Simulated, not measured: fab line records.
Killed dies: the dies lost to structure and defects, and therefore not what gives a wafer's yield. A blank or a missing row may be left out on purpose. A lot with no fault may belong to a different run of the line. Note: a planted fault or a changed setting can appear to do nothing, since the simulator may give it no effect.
fab line records	flow nandHarc	part 1 of 2: steps 1 to 19 of 28
[record] lots = 5	wafers = 15	lastDay = 32
route steps=1302 shown A_CONTACT@1039
lots that met no fault: from a run of the same line without faults
startH: hours from the record's first day to the start of the lot's first wafer shown	waitH: time in hours since the lot's previous step	" identical to the entry in the row above	L1.1+2: several wafers, shown together as one row	- either no value or no given start	* or withheld: withheld	< > ~ a bound
route shown NAME@n: names a module that has steps shown in the file, with the first one's number in the route	usual: mean and standard deviation over wafers with no fault	same: alike in all rows	chamber/n: place in a boat	sites: readings site by site	_std_site: the values' standard deviation	_edge_site: outer sites' mean less inner sites'	radiusMm: how far each site lies from the wafer's centre	mask NAME#n: copy n	behind: the most recent tool/chamber to have shaped the wafer	hold: why the lot went on hold/how many hours it stayed there/how the hold came to an end	device: the transistor (n, p or np) that didn't switch	end of line: tests run on the same wafers once the route is complete	a step with no rows: only its recipe	killed: dies that structure and defects cost at the first sort, which is not the same as the wafer's yield	map: shows each die of a wafer: x if killed, . if not, _ if none is there
set.NAME: the setting that was run; set.NAME@STEP: the one run at that earlier step	model.NAME: the simulator's own value behind a step, which no gauge read
a table for each step, a row for each wafer; lots at some steps of the route
services: when a tool's chamber went out of use (startH, in hours from the record's first day, below 0 if earlier), for how many hours, and the reason
[[steps]]
[step NHARC_A_CONTACT_CD_MEAS_69]
[recipe] targetCdNm = 300	landingEnergyEv = 500
[usual] cdNm = 300.1/0.44
lot.wafer	tool	chamber	startH	waitH	cdNm
L075.1	cdSem-01	0	522.61	-	300.1
L075.2	"	0	"	"	300.6
L075.4	"	0	"	"	300.8
L079.2	cdSem-01	0	542.97	-	300.4
L079.5	"	0	"	"	300.3
L079.6	"	0	"	"	300.6
L085.1	cdSem-01	0	623.32	-	299.9
L085.5	"	0	"	"	299.4
L085.6	"	0	"	"	300.1
L087.1	cdSem-01	0	662.96	-	300.3
L087.2	"	0	"	"	300.4
L087.5	"	0	"	"	300.2
L093.1	cdSem-01	0	691.65	-	300.7
L093.2	"	0	"	"	299.8
L093.3	"	0	"	"	300.0
[step NHARC_A_CONTACT_OVL_MEAS_70]
[usual] overlayXNm = -0.2/0.66	overlayYNm = 0.0/0.88
lot.wafer	tool	chamber	startH	waitH	overlayXNm	overlayYNm
L075.1	overlay-02	-	522.70	-	0.0	-1.2
L075.2	"	-	"	"	-0.3	-1.3
L075.4	"	-	"	"	0.1	-1.4
L079.2	overlay-02	-	543.05	-	0.6	-0.9
L079.5	"	-	"	"	-0.1	0.0
L079.6	"	-	"	"	0.8	-0.7
L085.1	overlay-02	-	623.41	-	0.2	0.0
L085.5	"	-	"	"	-0.4	0.1
L085.6	"	-	"	"	0.5	0.5
L087.1	overlay-02	-	663.05	-	-0.7	-0.1
L087.2	"	-	"	"	-1.0	-1.0
L087.5	"	-	"	"	-0.7	-0.4
L093.1	overlay-02	-	691.74	-	-0.7	-0.5
L093.2	"	-	"	"	-0.5	0.1
L093.3	"	-	"	"	-1.1	-0.7
[step NHARC_A_CONTACT_INSPECT_71]
[usual] rawDefectCount = 88/35
lot.wafer	tool	chamber	startH	waitH	rawDefectCount
L075.1	defectInspect-01	-	522.73	0.0	53
L075.2	"	-	"	"	54
L075.4	"	-	"	"	67
L079.2	defectInspect-01	-	543.09	0.0	92
L079.5	"	-	"	"	103
L079.6	"	-	"	"	102
L085.1	defectInspect-01	-	623.44	0.0	116
L085.5	"	-	"	"	137
L085.6	"	-	"	"	129
L087.1	defectInspect-01	-	663.08	0.0	90
L087.2	"	-	"	"	68
L087.5	"	-	"	"	100
L093.1	defectInspect-01	-	691.77	0.0	110
L093.2	"	-	"	"	116
L093.3	"	-	"	"	103
[step NHARC_A_CONTACT_DESCUM_74]
[recipe] timeS = 3	o2FlowSccm = 200	arFlowSccm = 0	biasPowerW = 0	chemistry = O2
[usual] drypumpMotorCurrentA = 5.9/0.31	oesProductAu = 1.002/0.008	rfVppV = 57.6/0.95	showerheadPlenumPTorr = 1.90/0.079	throttleValvePct = 11.313/0.0077
lot.wafer	tool	chamber	startH	waitH	drypumpMotorCurrentA	oesProductAu	rfHoursCounterH	rfVppV	showerheadPlenumPTorr	throttleValvePct
L075.2	rieDiel-04	3	522.86	0.1	5.8	1.015	27	56.6	1.97	11.302
L075.1	"	0	"	"	5.8	0.995	25	58.2	1.85	11.318
L075.4	"	1	"	"	5.7	0.995	25	57.3	1.94	11.307
L079.2	rieDiel-04	2	543.17	0.1	6.2	0.999	0	56.4	1.80	11.318
L079.5	"	0	"	"	5.8	0.999	-	58.5	1.84	11.309
L079.6	"	1	"	"	5.7	0.996	-	56.4	1.94	11.310
L085.1	rieDiel-06	3	623.51	0.1	5.4	1.015	34	57.6	1.82	11.319
L085.6	"	2	"	"	5.3	1.013	-	58.5	1.81	11.315
L085.5	"	3	"	"	5.4	1.010	-	57.7	1.82	11.319
L087.1	rieDiel-04	1	663.18	0.1	5.7	0.996	18	57.2	1.93	11.308
L087.2	"	0	"	"	5.8	1.019	18	56.8	1.84	11.315
L087.5	"	1	"	"	5.7	1.001	-	58.3	1.93	11.322
L093.1	rieDiel-04	1	691.83	0.1	5.7	1.008	24	57.2	1.93	11.305
L093.3	"	3	"	"	5.7	1.012	22	59.6	1.96	11.310
L093.2	"	0	"	"	5.8	1.009	24	55.7	1.84	11.309
[step NHARC_A_CONTACT_ETCH_75]
[recipe] targetDepthA = 390	overEtchFrac = 0.3	timeS = 65	ionEnergyEv = 80	cf4FlowSccm = 150	arFlowSccm = 0	rfW = 300	biasW = 100	chemistry = CF4
[usual] drypumpMotorCurrentA = 5.9/0.3	oesProductAu = 1.001/0.0071	rfVppV = 151.2/1.1	showerheadPlenumPTorr = 1.76/0.07	throttleValvePct = 13.283/0.0097
lot.wafer	tool	chamber	startH	waitH	drypumpMotorCurrentA	oesProductAu	rfHoursCounterH	rfVppV	showerheadPlenumPTorr	throttleValvePct
L075.2	rieDiel-04	1	522.96	0.1	5.7	0.991	25	151.5	1.79	13.279
L075.1	"	2	"	"	6.3	1.006	27	149.9	1.67	13.276
L075.4	"	3	"	"	5.7	1.011	27	151.9	1.81	13.281
L079.2	rieDiel-04	1	543.25	0.1	5.7	0.999	0	150.3	1.79	13.278
L079.5	"	3	"	"	5.7	0.995	-	151.5	1.81	13.275
L079.6	"	0	"	"	5.8	1.000	-	149.3	1.71	13.290
L085.1	rieDiel-06	0	623.59	0.1	6.5	1.010	35	151.5	1.80	13.278
L085.5	"	0	"	"	6.5	1.012	-	150.8	1.80	13.284
L085.6	"	1	"	"	5.9	1.002	-	152.9	1.90	13.291
L087.1	rieDiel-04	1	663.27	0.1	5.7	0.999	18	151.6	1.79	13.266
L087.2	"	3	"	"	5.8	1.003	17	151.6	1.81	13.281
L087.5	"	1	"	"	5.7	1.006	-	152.8	1.79	13.288
L093.1	rieDiel-04	0	691.92	0.1	5.8	1.005	24	150.8	1.70	13.282
L093.3	"	1	"	"	5.7	1.008	24	151.5	1.79	13.282
L093.2	"	2	"	"	6.2	1.001	18	150.7	1.66	13.277
[step NHARC_A_CONTACT_ETCH_76]
[recipe] targetDepthA = 2600	overEtchFrac = 0.3	timeS = 475.3	ionEnergyEv = 200	n2FlowSccm = 150	h2FlowSccm = 150	arFlowSccm = 0	rfW = 400	biasW = 150	chemistry = N2/H2
[usual] drypumpMotorCurrentA = 5.9/0.3	oesProductAu = 1.002/0.0085	rfVppV = 430.3/2.7	showerheadPlenumPTorr = 2.03/0.09	throttleValvePct = 14.172/0.0095
lot.wafer	tool	chamber	startH	waitH	drypumpMotorCurrentA	oesProductAu	rfHoursCounterH	rfVppV	showerheadPlenumPTorr	throttleValvePct
L075.1	rieDiel-04	0	-	-	5.8	1.000	26	428.0	1.97	14.178
L075.4	"	1	"	"	5.7	1.000	26	432.9	2.07	14.181
L075.2	"	2	"	"	6.2	1.003	27	425.9	1.91	14.161
L079.2	rieDiel-04	1	-	-	5.7	1.009	0	432.0	2.07	14.184
L079.6	"	3	"	"	5.8	1.012	-	432.3	2.10	14.172
L079.5	"	0	"	"	5.8	1.000	-	428.1	1.96	14.200
L085.1	rieDiel-06	0	-	-	6.5	1.009	35	431.8	2.08	14.163
L085.6	"	0	"	"	6.5	1.016	-	432.4	2.08	14.173
L085.5	"	1	"	"	5.9	1.003	-	433.9	2.20	14.188
L087.2	rieDiel-04	1	-	-	5.7	1.005	18	431.7	2.06	14.180
L087.1	"	2	"	"	6.2	1.000	13	425.7	1.91	14.148
L087.5	"	0	"	"	5.8	1.003	-	430.2	1.96	14.168
L093.1	rieDiel-04	0	-	-	5.8	0.990	24	428.4	1.96	14.168
L093.3	"	1	"	"	5.7	0.996	24	432.5	2.06	14.162
L093.2	"	3	"	"	5.8	1.001	22	431.3	2.09	14.166
[step NHARC_A_CONTACT_ETCH_77]
[recipe] targetDepthA = 1089	timeS = 54.5	cf4FlowSccm = 100	chf3FlowSccm = 30	arFlowSccm = 0	rfW = 500	biasW = 200	chemistry = CF4/CHF3
[usual] drypumpMotorCurrentA = 5.9/0.3	oesProductAu = 0.937/0.022	rfVppV = 370.2/2.2	showerheadPlenumPTorr = 1.56/0.063	throttleValvePct = 16.803/0.009
lot.wafer	tool	chamber	startH	waitH	drypumpMotorCurrentA	oesProductAu	rfHoursCounterH	rfVppV	showerheadPlenumPTorr	throttleValvePct
L075.4	rieDiel-04	3	-	-	5.8	0.936	27	371.9	1.61	16.807
L075.2	"	0	"	"	5.8	0.920	26	368.8	1.52	16.810
L075.1	"	2	"	"	6.2	0.929	27	368.6	1.48	16.793
L079.2	rieDiel-04	2	-	-	6.2	0.980	0	367.9	1.48	16.808
L079.6	"	2	"	"	6.2	0.979	-	366.8	1.48	16.806
L079.5	"	3	"	"	5.7	0.983	-	371.6	1.61	16.793
L085.1	rieDiel-06	0	-	-	6.5	0.927	36	372.0	1.61	16.794
L085.5	"	1	"	"	5.9	0.931	-	374.3	1.69	16.803
L085.6	"	2	"	"	5.3	0.933	-	368.6	1.49	16.817
L087.1	rieDiel-04	3	-	-	5.8	0.921	18	368.9	1.61	16.791
L087.2	"	0	"	"	5.8	0.939	19	368.8	1.52	16.799
L087.5	"	1	"	"	5.7	0.922	-	371.3	1.59	16.806
L093.2	rieDiel-04	3	-	-	5.8	0.930	22	372.5	1.61	16.796
L093.3	"	0	"	"	5.8	0.931	24	367.7	1.51	16.815
L093.1	"	1	"	"	5.7	0.929	24	371.6	1.59	16.808
[step NHARC_A_CONTACT_ETCH_78]
[recipe] targetDepthA = 53000	overEtchFrac = 0.3	timeS = 1378	ionEnergyEv = 150	o2FlowSccm = 400	cosFlowSccm = 20	arFlowSccm = 0	rfW = 500	biasW = 300	chemistry = O2/COS
[usual] drypumpMotorCurrentA = 5.9/0.3	oesProductAu = 1.000/0.008	rfVppV = 313.9/2	showerheadPlenumPTorr = 3.11/0.12	throttleValvePct = 28.330/0.0091
lot.wafer	tool	chamber	startH	waitH	drypumpMotorCurrentA	oesProductAu	rfHoursCounterH	rfVppV	showerheadPlenumPTorr	throttleValvePct
L075.2	rieDiel-04	0	-	-	5.8	0.993	26	313.6	3.02	28.353
L075.4	"	2	"	"	6.2	0.998	27	310.9	2.94	28.327
L075.1	"	3	"	"	5.8	1.013	27	315.8	3.20	28.321
L079.2	rieDiel-04	3	-	-	5.8	1.005	1	313.8	3.20	28.318
L079.6	"	3	"	"	5.8	0.995	-	316.2	3.20	28.336
L079.5	"	0	"	"	5.8	0.992	-	311.8	3.02	28.325
L085.1	rieDiel-06	0	-	-	6.5	1.009	36	315.5	3.18	28.341
L085.5	"	0	"	"	6.5	1.015	-	313.7	3.18	28.328
L085.6	"	1	"	"	5.9	1.011	-	317.6	3.35	28.327
L087.2	rieDiel-04	0	-	-	5.9	1.001	19	310.5	3.01	28.327
L087.1	"	2	"	"	6.3	0.994	14	311.4	2.94	28.331
L087.5	"	0	"	"	5.8	1.005	-	312.2	3.01	28.336
L093.2	rieDiel-04	1	-	-	5.7	1.002	25	313.7	3.15	28.331
L093.3	"	2	"	"	6.2	0.999	18	311.5	2.94	28.341
L093.1	"	0	"	"	5.9	1.008	24	313.3	3.00	28.330
[step NHARC_A_CONTACT_ETCH_124]
[recipe] sourceW = withheld	pressureMtorr = 20	biasV = withheld	timeS = 140	targetDepthA = 7000	arFlowSccm = withheld	c4f8FlowSccm = withheld	o2FlowSccm = withheld	chemistry = C4F8/O2/Ar
lot.wafer	tool	chamber	startH	waitH	rfHoursCounterH
L075.1	harCapEtch-01	1	524.66	-	2
L075.2	"	0	"	"	2
L075.4	"	1	"	"	-
L079.2	harCapEtch-02	1	544.74	-	89
L079.5	"	0	"	"	-
L079.6	"	1	"	"	-
L085.1	harCapEtch-03	0	625.08	-	63
L085.5	"	1	"	"	-
L085.6	"	0	"	"	-
L087.1	harCapEtch-03	1	665.67	-	69
L087.2	"	0	"	"	69
L087.5	"	1	"	"	-
L093.1	harCapEtch-03	1	693.38	-	75
L093.2	"	0	"	"	75
L093.3	"	1	"	"	-
[step NHARC_A_CONTACT_ETCH_125]
[recipe] sourceW = withheld	pressureMtorr = 20	biasV = 3000	timeS = 197	targetDepthA = 19180	arFlowSccm = withheld	c4f8FlowSccm = withheld	o2FlowSccm = withheld	chemistry = C4F8/O2/Ar
lot.wafer	tool	chamber	startH	waitH	rfHoursCounterH
L075.1	harCapEtch-01	1	524.92	0.2	2
L075.2	"	0	"	"	2
L075.4	"	1	"	"	-
L079.2	harCapEtch-02	1	544.94	0.2	89
L079.5	"	0	"	"	-
L079.6	"	1	"	"	-
L085.1	harCapEtch-03	0	625.27	0.2	63
L085.5	"	1	"	"	-
L085.6	"	0	"	"	-
L087.1	harCapEtch-03	1	665.87	0.2	69
L087.2	"	0	"	"	69
L087.5	"	1	"	"	-
L093.1	harCapEtch-03	1	693.58	0.2	75
L093.2	"	0	"	"	75
L093.3	"	1	"	"	-
[step NHARC_A_CONTACT_ETCH_126]
[recipe] sourceW = withheld	pressureMtorr = 20	biasV = 3000	timeS = 197	targetDepthA = 19180	arFlowSccm = withheld	c4f8FlowSccm = withheld	o2FlowSccm = withheld	chemistry = C4F8/O2/Ar
lot.wafer	tool	chamber	startH	waitH	rfHoursCounterH
L075.1	harCapEtch-01	1	525.16	0.2	3
L075.2	"	0	"	"	3
L075.4	"	1	"	"	-
L079.2	harCapEtch-02	1	545.12	0.1	89
L079.5	"	0	"	"	-
L079.6	"	1	"	"	-
L085.1	harCapEtch-03	0	625.45	0.1	63
L085.5	"	1	"	"	-
L085.6	"	0	"	"	-
L087.1	harCapEtch-03	1	666.04	0.1	69
L087.2	"	0	"	"	69
L087.5	"	1	"	"	-
L093.1	harCapEtch-03	1	693.76	0.1	76
L093.2	"	0	"	"	76
L093.3	"	1	"	"	-
[step NHARC_A_CONTACT_ETCH_127]
[recipe] sourceW = withheld	pressureMtorr = 20	biasV = 3000	timeS = 197	targetDepthA = 19180	arFlowSccm = withheld	c4f8FlowSccm = withheld	o2FlowSccm = withheld	chemistry = C4F8/O2/Ar
lot.wafer	tool	chamber	startH	waitH	rfHoursCounterH
L075.1	harCapEtch-01	1	525.39	0.2	3
L075.2	"	0	"	"	3
L075.4	"	1	"	"	-
L079.2	harCapEtch-02	1	545.29	0.1	89
L079.5	"	0	"	"	-
L079.6	"	1	"	"	-
L085.1	harCapEtch-03	0	625.63	0.1	63
L085.5	"	1	"	"	-
L085.6	"	0	"	"	-
L087.1	harCapEtch-03	1	666.22	0.1	70
L087.2	"	0	"	"	70
L087.5	"	1	"	"	-
L093.1	harCapEtch-03	1	693.94	0.1	76
L093.2	"	0	"	"	76
L093.3	"	1	"	"	-
[step NHARC_A_CONTACT_ETCH_128]
[recipe] sourceW = withheld	pressureMtorr = 20	biasV = 3000	timeS = 197	targetDepthA = 19180	arFlowSccm = withheld	c4f8FlowSccm = withheld	o2FlowSccm = withheld	chemistry = C4F8/O2/Ar
lot.wafer	tool	chamber	startH	waitH	rfHoursCounterH
L075.1	harCapEtch-01	1	525.63	0.2	3
L075.2	"	0	"	"	3
L075.4	"	1	"	"	-
L079.2	harCapEtch-02	1	545.47	0.1	89
L079.5	"	0	"	"	-
L079.6	"	1	"	"	-
L085.1	harCapEtch-03	0	625.80	0.1	63
L085.5	"	1	"	"	-
L085.6	"	0	"	"	-
L087.1	harCapEtch-03	1	666.40	0.1	70
L087.2	"	0	"	"	70
L087.5	"	1	"	"	-
L093.1	harCapEtch-03	1	694.11	0.1	76
L093.2	"	0	"	"	76
L093.3	"	1	"	"	-
[step NHARC_A_CONTACT_ETCH_129]
[recipe] sourceW = withheld	pressureMtorr = 20	biasV = 3000	timeS = 197	targetDepthA = 19180	arFlowSccm = withheld	c4f8FlowSccm = withheld	o2FlowSccm = withheld	chemistry = C4F8/O2/Ar
lot.wafer	tool	chamber	startH	waitH	rfHoursCounterH
L075.1	harCapEtch-01	1	525.86	0.2	3
L075.2	"	0	"	"	3
L075.4	"	1	"	"	-
L079.2	harCapEtch-02	1	545.64	0.1	90
L079.5	"	0	"	"	-
L079.6	"	1	"	"	-
L085.1	harCapEtch-03	0	625.98	0.1	63
L085.5	"	1	"	"	-
L085.6	"	0	"	"	-
L087.1	harCapEtch-03	1	666.57	0.1	70
L087.2	"	0	"	"	70
L087.5	"	1	"	"	-
L093.1	harCapEtch-03	1	694.29	0.1	76
L093.2	"	0	"	"	76
L093.3	"	1	"	"	-
[step NHARC_A_CONTACT_ETCH_130]
[recipe] sourceW = withheld	pressureMtorr = 20	biasV = 3000	timeS = 197	targetDepthA = 19180	arFlowSccm = withheld	c4f8FlowSccm = withheld	o2FlowSccm = withheld	chemistry = C4F8/O2/Ar
lot.wafer	tool	chamber	startH	waitH	rfHoursCounterH
L075.1	harCapEtch-01	1	526.10	0.2	3
L075.2	"	0	"	"	3
L075.4	"	1	"	"	-
L079.2	harCapEtch-02	1	545.82	0.1	90
L079.5	"	0	"	"	-
L079.6	"	1	"	"	-
L085.1	harCapEtch-03	0	626.15	0.1	64
L085.5	"	1	"	"	-
L085.6	"	0	"	"	-
L087.1	harCapEtch-03	1	666.75	0.1	70
L087.2	"	0	"	"	70
L087.5	"	1	"	"	-
L093.1	harCapEtch-03	1	694.46	0.1	76
L093.2	"	0	"	"	76
L093.3	"	1	"	"	-
[step NHARC_A_CONTACT_ETCH_131]
[recipe] sourceW = withheld	pressureMtorr = 20	biasV = 3000	timeS = 197	targetDepthA = 19180	arFlowSccm = withheld	c4f8FlowSccm = withheld	o2FlowSccm = withheld	chemistry = C4F8/O2/Ar
lot.wafer	tool	chamber	startH	waitH	rfHoursCounterH
L075.1	harCapEtch-01	1	526.33	0.2	3
L075.2	"	0	"	"	3
L075.4	"	1	"	"	-
L079.2	harCapEtch-02	1	545.99	0.1	90
L079.5	"	0	"	"	-
L079.6	"	1	"	"	-
L085.1	harCapEtch-03	0	626.33	0.1	64
L085.5	"	1	"	"	-
L085.6	"	0	"	"	-
L087.1	harCapEtch-03	1	666.93	0.1	70
L087.2	"	0	"	"	70
L087.5	"	1	"	"	-
L093.1	harCapEtch-03	1	694.64	0.1	76
L093.2	"	0	"	"	76
L093.3	"	1	"	"	-
[step NHARC_A_CONTACT_ETCH_132]
[recipe] sourceW = withheld	pressureMtorr = 20	biasV = 3000	timeS = 197	targetDepthA = 19240	arFlowSccm = withheld	c4f8FlowSccm = withheld	o2FlowSccm = withheld	chemistry = C4F8/O2/Ar
lot.wafer	tool	chamber	startH	waitH	rfHoursCounterH
L075.1	harCapEtch-01	1	526.57	0.2	4
L075.2	"	0	"	"	4
L075.4	"	1	"	"	-
L079.2	harCapEtch-02	1	546.17	0.1	90
L079.5	"	0	"	"	-
L079.6	"	1	"	"	-
L085.1	harCapEtch-03	0	626.51	0.1	64
L085.5	"	1	"	"	-
L085.6	"	0	"	"	-
L087.1	harCapEtch-03	1	667.10	0.1	70
L087.2	"	0	"	"	70
L087.5	"	1	"	"	-
L093.1	harCapEtch-03	1	694.82	0.1	77
L093.2	"	0	"	"	77
L093.3	"	1	"	"	-
[step NHARC_A_CONTACT_ETCH_133]
[recipe] sourceW = withheld	pressureMtorr = 20	biasV = 400	timeS = 374	targetDepthA = 16100	arFlowSccm = withheld	c4f8FlowSccm = 11.5	o2FlowSccm = 7.2	chemistry = C4F8/O2/Ar
lot.wafer	tool	chamber	startH	waitH	rfHoursCounterH
L075.1	harCapEtch-01	1	526.80	0.2	4
L075.2	"	0	"	"	4
L075.4	"	1	"	"	-
L079.2	harCapEtch-02	1	546.39	0.2	90
L079.5	"	0	"	"	-
L079.6	"	1	"	"	-
L085.1	harCapEtch-03	0	626.73	0.2	64
L085.5	"	1	"	"	-
L085.6	"	0	"	"	-
L087.1	harCapEtch-03	1	667.28	0.1	71
L087.2	"	0	"	"	71
L087.5	"	1	"	"	-
L093.1	harCapEtch-03	1	694.99	0.1	77
L093.2	"	0	"	"	77
L093.3	"	1	"	"	-
[step NHARC_A_CONTACT_ETCH_91]
[recipe] targetDepthA = 400	overEtchFrac = 0.5	timeS = 85.7	ionEnergyEv = 120	ch3fFlowSccm = 50	o2FlowSccm = 30	arFlowSccm = 200	rfW = 500	biasW = 100	chemistry = CH3F/O2
[usual] drypumpMotorCurrentA = 5.86/0.29	oesProductAu = 0.94/0.032	rfVppV = 244.0/1.6	showerheadPlenumPTorr = 2.44/0.097	throttleValvePct = 20.662/0.0096
lot.wafer	tool	chamber	startH	waitH	drypumpMotorCurrentA	oesProductAu	rfHoursCounterH	rfVppV	showerheadPlenumPTorr	throttleValvePct
L075.4	rieDiel-04	0	527.74	0.7	5.83	0.93	27	243.7	2.37	20.686
L075.2	"	1	"	"	5.67	0.92	27	245.1	2.49	20.655
L075.1	"	2	"	"	6.23	0.92	28	243.0	2.32	20.654
L079.2	rieDiel-04	1	547.15	0.7	5.70	0.93	1	244.2	2.49	20.663
L079.6	"	2	"	"	6.23	0.93	-	242.4	2.31	20.666
L079.5	"	3	"	"	5.77	0.93	-	244.1	2.52	20.652
L085.1	rieDiel-13	0	627.50	0.7	5.44	0.93	32	245.6	2.62	20.666
L085.5	"	1	"	"	5.62	0.93	-	243.5	2.35	20.673
L085.6	"	2	"	"	6.23	0.93	-	244.8	2.50	20.664
L087.2	rieDiel-13	3	668.17	0.7	6.24	1.01	37	245.0	2.51	20.662
L087.1	"	1	"	"	5.65	0.99	45	243.1	2.34	20.653
L087.5	"	0	"	"	5.42	1.00	-	248.3	2.61	20.674
L093.3	rieDiel-04	0	695.80	0.6	5.80	0.93	24	243.5	2.36	20.663
L093.2	"	1	"	"	5.69	0.92	25	245.5	2.48	20.661
L093.1	"	2	"	"	6.21	0.92	19	241.2	2.31	20.657
